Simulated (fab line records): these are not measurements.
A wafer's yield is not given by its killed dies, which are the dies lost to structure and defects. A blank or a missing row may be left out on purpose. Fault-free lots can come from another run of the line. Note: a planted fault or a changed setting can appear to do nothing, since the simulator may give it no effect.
Chamber matching | flow n5-finfet | N5_BEOL_M1_ALD_98 on ald-sin-03 has 4 sister chambers
The step deposits SiO2, target thk 2.5 nm, pulse time 1 s, co reactant pulse time 1 s. 18 wafers are shown with their chamber, then 9 later ones without.

WAFERS PAIRED WITH THEIR CHAMBERS
wafer  | chamber | heater-power-w (W) | precursor-pulse-height-rel
L075.3 | 1       | 69                 | 1.012
L075.4 | 0       | 67                 | 0.982
L075.6 | 2       | 81                 | 0.995
L076.1 | 2       | 84                 | 0.981
L076.3 | 0       | 67                 | 0.984
L076.6 | 2       | 81                 | 1.027
L082.2 | 0       | 67                 | 1.011
L082.4 | 3       | 75                 | 0.980
L082.6 | 0       | 69                 | 1.023
L084.1 | 1       | 70                 | 1.013
L084.3 | 0       | 67                 | 0.993
L084.4 | 2       | 83                 | 0.993
L086.1 | 1       | 69                 | 0.997
L086.2 | 2       | 84                 | 0.972
L086.5 | 3       | 76                 | 0.986
L089.2 | 1       | 70                 | 1.041
L089.4 | 3       | 76                 | 1.002
L089.6 | 2       | 82                 | 0.982

SIGNATURES (means of the wafers above)
reading                    | chamber 0 | chamber 1 | chamber 2 | chamber 3 | scatter within a chamber
heater-power-w             | 67.40     | 69.50     | 82.50     | 75.67     | 1.01
precursor-pulse-height-rel | 0.99860   | 1.01575   | 0.99167   | 0.98933   | 0.0177
Rule: for a wafer and a chamber, the distance is found by dividing, reading by reading, the gap between the wafer's reading and the chamber's mean by the reading's scatter, squaring, summing and taking the root. The wafer belongs to the nearest chamber; if the next one is less than 2 further off, it can't be placed. The scatter is the square root of a quotient: the sum, over the shown wafers, of each reading's squared deviation from its chamber's mean, divided by wafers minus chambers.

WAFERS WITHOUT THEIR CHAMBER
wafer  | heater-power-w (W) | precursor-pulse-height-rel
L090.1 | 67                 | 1.005
L090.5 | 82                 | 0.960
L090.6 | 68                 | 0.975
L095.1 | 69                 | 0.991
L095.5 | 68                 | 1.019
L095.6 | 67                 | 1.002
L097.1 | 66                 | 0.956
L097.4 | 69                 | 0.987
L097.5 | 74                 | 1.001

WHICH CHAMBER EACH WENT THROUGH
wafer  | from the rows above     | in truth
L090.1 | 0                       | 0
L090.5 | 2                       | 2
L090.6 | can't be placed: 0 or 1 | 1
L095.1 | can't be placed: 1 or 0 | 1
L095.5 | can't be placed: 0 or 1 | 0
L095.6 | 0                       | 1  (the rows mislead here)
L097.1 | 0                       | 0
L097.4 | can't be placed: 1 or 0 | 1
L097.5 | 3                       | 3
4 of 9 placed correctly. Not placeable from these rows: 4 (in 4, the candidates include the true chamber). Placed wrongly: 1.
